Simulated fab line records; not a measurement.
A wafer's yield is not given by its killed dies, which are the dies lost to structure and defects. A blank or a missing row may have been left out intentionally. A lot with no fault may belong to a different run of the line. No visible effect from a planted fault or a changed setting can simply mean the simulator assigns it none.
Which of the tools did it?    flow n5_finfet    72 wafers from 24 lots sampled at 6 of the route's 1938 steps

## WHAT EACH GAUGE READ, for each wafer
N5_FIN_SAQP_CD_MEAS_27: the cd target is 20 nm.
lot   measured     on         cd_nm (nm)
L074  day 2 02:03  cd_sem-02  20.32 20.15 20.00
L075  day 2 06:18  cd_sem-01  20.33 20.20 20.48
L076  day 2 12:35  cd_sem-03  20.56 20.35 19.98
L077  day 2 18:31  cd_sem-01  20.22 20.54 21.09
L078  day 3 00:37  cd_sem-03  20.58 19.89 20.36
L079  day 3 07:16  cd_sem-01  20.43 20.12 20.73
L080  day 3 12:02  cd_sem-03  20.31 21.07 20.36
L081  day 3 19:07  cd_sem-03  20.43 20.25 20.42
L082  day 4 01:08  cd_sem-03  20.45 20.52 20.30
L083  day 4 06:02  cd_sem-03  20.00 20.20 20.20
L084  day 4 12:08  cd_sem-02  20.50 20.71 20.48
L085  day 4 19:47  cd_sem-01  20.42 20.58 20.76
L086  day 5 02:37  cd_sem-02  20.68 20.51 20.46
L087  day 5 07:34  cd_sem-02  20.33 20.18 20.49
L088  day 5 11:58  cd_sem-02  20.86 20.44 20.42
L089  day 5 18:22  cd_sem-03  20.70 20.72 20.10
L090  day 6 00:34  cd_sem-01  20.21 20.16 20.56
L091  day 6 06:21  cd_sem-02  20.38 20.28 20.67
L092  day 6 14:04  cd_sem-02  20.50 20.40 20.30
L093  day 6 21:39  cd_sem-01  20.31 20.10 20.10
L094  day 7 02:32  cd_sem-03  20.53 20.23 20.66
L095  day 7 08:41  cd_sem-03  20.20 20.61 20.10
L096  day 7 13:34  cd_sem-02  20.19 20.63 20.32
L097  day 7 18:26  cd_sem-03  20.26 20.47 20.35

N5_FIN_SAQP_CD_MEAS_37: the cd target is 8 nm.
lot   measured     on         cd_nm (nm)
L074  day 2 04:08  cd_sem-01  8.24 8.28 8.47
L075  day 2 08:44  cd_sem-03  8.07 7.90 8.28
L076  day 2 14:40  cd_sem-02  8.04 8.11 7.78
L077  day 2 20:41  cd_sem-02  7.69 8.01 8.13
L078  day 3 02:46  cd_sem-01  8.57 8.35 7.64
L079  day 3 09:22  cd_sem-01  8.16 7.79 8.25
L080  day 3 14:02  cd_sem-01  7.94 7.90 8.56
L081  day 3 22:49  cd_sem-02  7.66 8.40 8.40
L082  day 4 03:26  cd_sem-03  8.36 8.21 8.46
L083  day 4 08:02  cd_sem-01  8.00 8.41 8.23
L084  day 4 14:22  cd_sem-01  7.98 8.34 8.31
L085  day 4 22:06  cd_sem-03  8.46 8.32 8.33
L086  day 5 05:08  cd_sem-03  8.02 8.01 8.25
L087  day 5 09:58  cd_sem-03  7.77 8.27 8.16
L088  day 5 14:07  cd_sem-02  8.02 7.83 8.42
L089  day 5 20:40  cd_sem-02  8.50 8.00 8.01
L090  day 6 02:42  cd_sem-01  8.06 8.33 8.67
L091  day 6 08:27  cd_sem-03  8.24 7.65 7.73
L092  day 6 18:48  cd_sem-01  8.69 7.97 7.82
L093  day 7 00:13  cd_sem-03  8.24 8.29 8.16
L094  day 7 05:09  cd_sem-02  7.91 7.87 8.65
L095  day 7 10:59  cd_sem-03  8.33 8.48 8.32
L096  day 7 15:38  cd_sem-03  7.65 8.24 7.93
L097  day 7 20:26  cd_sem-03  7.96 8.43 8.42

## WHAT TOOL EACH LOT RAN ON (gives the tool, then ch and the chambers of the sampled wafers, and finally the start)
lot   N5_PMOS_HMC_CHANNEL_EPI_ETCH_38  N5_FIN_SAQP_HM_DEP_03           N5_FIN_SAQP_DESCUM_21              N5_FIN_SAQP_MANDREL1_REMOVE_56
L074  rie_si-01 ch 0,2,3, day 1 19:38  pecvd-03 ch 0,1,2, day 1 22:45  rie_diel-06 ch 1,3, day 1 23:38    rie_si-06 ch 0,1,3, day 2 01:56
L075  rie_si-04 ch 0,1,3, day 2 00:28  pecvd-02 ch 0, day 2 03:25      rie_diel-01 ch 0,1, day 2 04:17    rie_si-06 ch 1,2,3, day 2 06:11
L076  rie_si-02 ch 0,3, day 2 05:51    pecvd-02 ch 0,1, day 2 08:46    rie_diel-05 ch 1,3, day 2 10:04    rie_si-03 ch 0,2,3, day 2 12:28
L077  rie_si-04 ch 1,2, day 2 11:40    pecvd-03 ch 0,2, day 2 15:09    rie_diel-01 ch 0,1,2, day 2 16:16  rie_si-03 ch 0,3, day 2 18:24
L078  rie_si-02 ch 1,2,3, day 2 18:17  pecvd-01 ch 0,2, day 2 21:10    rie_diel-05 ch 0,1,3, day 2 22:19  rie_si-05 ch 0,1,2, day 3 00:31
L079  rie_si-04 ch 0,1,3, day 3 01:12  pecvd-02 ch 1,2, day 3 04:14    rie_diel-01 ch 0,2,3, day 3 05:07  rie_si-05 ch 1,2,3, day 3 07:08
L080  rie_si-02 ch 0,2,3, day 3 06:19  pecvd-01 ch 0,1,2, day 3 09:09  rie_diel-01 ch 0,1,3, day 3 10:02  rie_si-05 ch 1,2,3, day 3 11:55
L081  rie_si-01 ch 0,3, day 3 12:57    pecvd-03 ch 0,1,2, day 3 15:47  rie_diel-01 ch 0,1,3, day 3 16:32  rie_si-05 ch 0,1,2, day 3 18:59
L082  rie_si-01 ch 1,3, day 3 17:37    pecvd-02 ch 1,2, day 3 22:14    rie_diel-01 ch 1,2,3, day 3 23:07  rie_si-03 ch 1,2,3, day 4 01:02
L083  rie_si-01 ch 2,3, day 4 00:08    pecvd-01 ch 0,1,2, day 4 03:01  rie_diel-05 ch 0,2,3, day 4 03:45  rie_si-05 ch 2,3, day 4 05:55
L084  rie_si-01 ch 0,3, day 4 06:04    pecvd-02 ch 0,1,2, day 4 09:03  rie_diel-06 ch 0,1,2, day 4 09:56  rie_si-03 ch 0,1,3, day 4 12:02
L085  rie_si-01 ch 2,3, day 4 11:52    pecvd-02 ch 1,2, day 4 16:44    rie_diel-06 ch 0,1,2, day 4 17:40  rie_si-03 ch 0,1, day 4 19:41
L086  rie_si-04 ch 0,1,2, day 4 19:25  pecvd-03 ch 0,2, day 4 22:31    rie_diel-06 ch 0,1,3, day 4 23:16  rie_si-03 ch 0,1,2, day 5 02:30
L087  rie_si-01 ch 1,2,3, day 5 00:26  pecvd-01 ch 0,1,2, day 5 04:13  rie_diel-01 ch 0,1,3, day 5 05:07  rie_si-06 ch 0,2,3, day 5 07:27
L088  rie_si-04 ch 1,2,3, day 5 06:02  pecvd-02 ch 0,1,2, day 5 09:10  rie_diel-05 ch 1,2,3, day 5 09:56  rie_si-03 ch 1,2,3, day 5 11:51
L089  rie_si-02 ch 1,2,3, day 5 11:52  pecvd-02 ch 0,1,2, day 5 14:46  rie_diel-06 ch 0,2,3, day 5 16:13  rie_si-03 ch 0,3, day 5 18:15
L090  rie_si-04 ch 1,2,3, day 5 18:08  pecvd-01 ch 0,1,2, day 5 21:41  rie_diel-06 ch 0,1,2, day 5 22:34  rie_si-06 ch 0,1,2, day 6 00:28
L091  rie_si-01 ch 0,1, day 6 00:20    pecvd-02 ch 0,1,2, day 6 03:15  rie_diel-06 ch 1,3, day 6 04:08    rie_si-03 ch 2,3, day 6 06:14
L092  rie_si-02 ch 0,1,2, day 6 06:03  pecvd-03 ch 1,2, day 6 08:56    rie_diel-01 ch 0,1,3, day 6 10:35  rie_si-03 ch 0,1,2, day 6 13:58
L093  rie_si-02 ch 0,2, day 6 13:13    pecvd-02 ch 1,2, day 6 17:46    rie_diel-01 ch 0,2, day 6 19:20    rie_si-05 ch 2,3, day 6 21:32
L094  rie_si-01 ch 0,1,3, day 6 18:47  pecvd-01 ch 0,2, day 6 21:39    rie_diel-05 ch 0,1,2, day 7 00:16  rie_si-06 ch 0,1,2, day 7 02:25
L095  rie_si-04 ch 1,2, day 7 02:31    pecvd-03 ch 0,1, day 7 05:33    rie_diel-05 ch 0,1,2, day 7 06:35  rie_si-05 ch 0,2,3, day 7 08:34
L096  rie_si-02 ch 1,2,3, day 7 07:20  pecvd-03 ch 1,2, day 7 10:11    rie_diel-01 ch 0,1, day 7 11:28    rie_si-06 ch 0,2,3, day 7 13:27
L097  rie_si-02 ch 1,2,3, day 7 12:37  pecvd-02 ch 0,2, day 7 15:30    rie_diel-05 ch 0,1,3, day 7 16:25  rie_si-05 ch 0,2,3, day 7 18:19
- N5_PMOS_HMC_CHANNEL_EPI_ETCH_38: etches SiO2 in CF4, target depth 1.5 nm.
- N5_FIN_SAQP_HM_DEP_03: deposits SiNx from SiH4/NH3/N2, target thk 38 nm, time 33.6 s.
- N5_FIN_SAQP_DESCUM_21: chemistry O2, time 7.9 s.
- N5_FIN_SAQP_MANDREL1_REMOVE_56: chemistry HBr/Cl2/O2, target a-Si, stops on SiNx, bt time 10 s.

## AS READ BY THE TOOLS THEMSELVES (means over the sampled wafers that have a number; for cases with no such wafer, the mark the record gives instead)
N5_PMOS_HMC_CHANNEL_EPI_ETCH_38.
lot   tool       drypump_motor_current_A (A)  oes_product_au (a.u.)  throttle_valve_pct (%)
L074  rie_si-01  6.0                          0.996                  21.92
L075  rie_si-04  6.1                          0.990                  21.58
L076  rie_si-02  6.1                          1.023                  21.68
L077  rie_si-04  6.3                          0.989                  21.73
L078  rie_si-02  5.8                          0.996                  21.64
L079  rie_si-04  6.1                          0.988                  21.59
L080  rie_si-02  5.7                          1.010                  21.66
L081  rie_si-01  6.1                          0.998                  21.88
L082  rie_si-01  6.1                          0.974                  21.88
L083  rie_si-01  6.3                          0.989                  22.04
L084  rie_si-01  6.1                          0.992                  21.88
L085  rie_si-01  6.3                          0.982                  22.04
L086  rie_si-04  6.1                          0.981                  21.78
L087  rie_si-01  6.0                          0.983                  21.92
L088  rie_si-04  6.1                          0.987                  21.64
L089  rie_si-02  5.8                          1.005                  21.63
L090  rie_si-04  6.1                          0.993                  21.64
L091  rie_si-01  5.4                          1.013                  21.72
L092  rie_si-02  5.8                          1.005                  21.65
L093  rie_si-02  5.5                          1.001                  21.67
L094  rie_si-01  5.7                          0.992                  21.79
L095  rie_si-04  6.1                          0.988                  21.84
L096  rie_si-02  5.8                          1.010                  21.65
L097  rie_si-02  5.8                          1.002                  21.64

N5_FIN_SAQP_HM_DEP_03.
lot   tool      heater_power_w (W)  showerhead_plenum_p_Torr (Torr)  throttle_valve_pct (%)
L074  pecvd-03  751                 5.19                             39.8
L075  pecvd-02  767                 5.09                             38.5
L076  pecvd-02  748                 5.16                             40.9
L077  pecvd-03  803                 5.14                             38.6
L078  pecvd-01  869                 5.09                             38.7
L079  pecvd-02  717                 5.15                             37.0
L080  pecvd-01  814                 5.06                             40.6
L081  pecvd-03  738                 5.19                             39.8
L082  pecvd-02  672                 5.15                             37.0
L083  pecvd-01  772                 5.06                             40.5
L084  pecvd-02  731                 5.14                             38.3
L085  pecvd-02  738                 5.15                             37.0
L086  pecvd-03  782                 5.16                             39.7
L087  pecvd-01  753                 5.06                             40.6
L088  pecvd-02  724                 5.14                             38.4
L089  pecvd-02  711                 5.14                             38.4
L090  pecvd-01  823                 5.06                             40.5
L091  pecvd-02  724                 5.14                             38.5
L092  pecvd-03  771                 5.18                             38.8
L093  pecvd-02  653                 5.18                             39.4
L094  pecvd-01  847                 5.09                             38.9
L095  pecvd-03  716                 5.22                             40.7
L096  pecvd-03  737                 5.17                             38.7
L097  pecvd-02  729                 5.10                             37.4

N5_FIN_SAQP_DESCUM_21.
lot   tool         drypump_motor_current_A (A)  o2_flow_sccm (sccm)  oes_product_au (a.u.)  rf_vpp_V (V)  showerhead_plenum_p_Torr (Torr)  throttle_valve_pct (%)
L074  rie_diel-06  5.8                          224.4                0.74                   242.4         2.05                             20.44
L075  rie_diel-01  5.9                          224.6                0.96                   243.9         2.15                             20.38
L076  rie_diel-05  6.1                          225.3                0.71                   244.4         2.12                             20.51
L077  rie_diel-01  5.5                          225.2                0.86                   243.8         2.16                             20.45
L078  rie_diel-05  6.0                          224.9                0.75                   243.5         2.11                             20.42
L079  rie_diel-01  5.3                          225.4                0.78                   244.3         2.17                             20.54
L080  rie_diel-01  5.7                          224.5                0.86                   244.5         2.16                             20.45
L081  rie_diel-01  5.7                          224.6                0.85                   244.1         2.16                             20.47
L082  rie_diel-01  5.5                          225.0                0.77                   243.9         2.16                             20.56
L083  rie_diel-05  6.0                          225.2                0.83                   243.3         2.11                             20.35
L084  rie_diel-06  5.6                          225.0                0.80                   242.4         2.10                             20.38
L085  rie_diel-06  5.6                          225.5                0.80                   242.4         2.10                             20.38
L086  rie_diel-06  5.5                          225.7                0.72                   243.3         2.08                             20.57
L087  rie_diel-01  5.7                          224.5                0.84                   243.9         2.16                             20.49
L088  rie_diel-05  6.0                          225.4                0.86                   242.9         2.08                             20.48
L089  rie_diel-06  5.2                          224.9                0.78                   243.6         2.16                             20.53
L090  rie_diel-06  5.6                          224.7                0.78                   243.5         2.10                             20.40
L091  rie_diel-06  5.8                          224.5                0.71                   241.9         2.04                             20.49
L092  rie_diel-01  5.7                          225.4                0.82                   243.4         2.15                             20.49
L093  rie_diel-01  5.2                          224.4                0.91                   244.1         2.15                             20.38
L094  rie_diel-05  5.8                          225.7                0.88                   242.6         2.07                             20.38
L095  rie_diel-05  5.8                          224.9                0.87                   242.8         2.07                             20.37
L096  rie_diel-01  5.6                          225.2                0.86                   242.8         2.14                             20.43
L097  rie_diel-05  6.0                          225.2                0.80                   243.2         2.09                             20.35

N5_FIN_SAQP_MANDREL1_REMOVE_56.
lot   tool       drypump_motor_current_A (A)  oes_product_au (a.u.)  throttle_valve_pct (%)
L074  rie_si-06  6.0                          0.999                  36.39
L075  rie_si-06  6.1                          0.984                  36.45
L076  rie_si-03  5.8                          0.990                  36.98
L077  rie_si-03  5.9                          0.983                  37.07
L078  rie_si-05  5.9                          0.993                  36.67
L079  rie_si-05  5.8                          0.994                  36.85
L080  rie_si-05  5.8                          0.981                  36.85
L081  rie_si-05  5.9                          0.993                  36.67
L082  rie_si-03  5.8                          0.993                  36.89
L083  rie_si-05  6.2                          1.000                  37.03
L084  rie_si-03  6.0                          0.995                  36.96
L085  rie_si-03  6.2                          0.989                  36.93
L086  rie_si-03  5.9                          0.991                  36.95
L087  rie_si-06  6.0                          1.014                  36.47
L088  rie_si-03  5.8                          0.991                  36.89
L089  rie_si-03  5.8                          0.988                  37.00
L090  rie_si-06  6.3                          1.007                  36.44
L091  rie_si-03  5.6                          0.982                  36.93
L092  rie_si-03  5.9                          0.990                  36.95
L093  rie_si-05  5.8                          0.989                  36.99
L094  rie_si-06  6.2                          0.997                  36.44
L095  rie_si-05  5.9                          0.995                  36.81
L096  rie_si-06  6.0                          0.999                  36.46
L097  rie_si-05  5.9                          1.007                  36.81

## THE ANSWER, worked out from the rows above alone
Rule: the lots themselves supply what counts as usual. Put in order of their means at a reading, lots are off if they are a third of the lots or fewer, leave a main group of 4 or more, and stand apart from it by a gap of 3 or more times the standard deviation of the main group's means; of several such gaps the widest counts. Not used: any main group whose means are identical at the precision the tables above print for the reading. Also off: a lot with no number at a reading for which 4 or more lots have one. Any other lot the step has rows for is counted as sound. The gauges are gone through in route order, then the tools' own readings, and for those a lot's mean is taken as printed above. At the first step where some lot is off, the reading lying furthest off is the one used; lots without a number count as furthest.
None of the lots is off at any reading shown; this tells nothing.

## WHAT HAD BEEN PUT IN BY THE SIMULATOR
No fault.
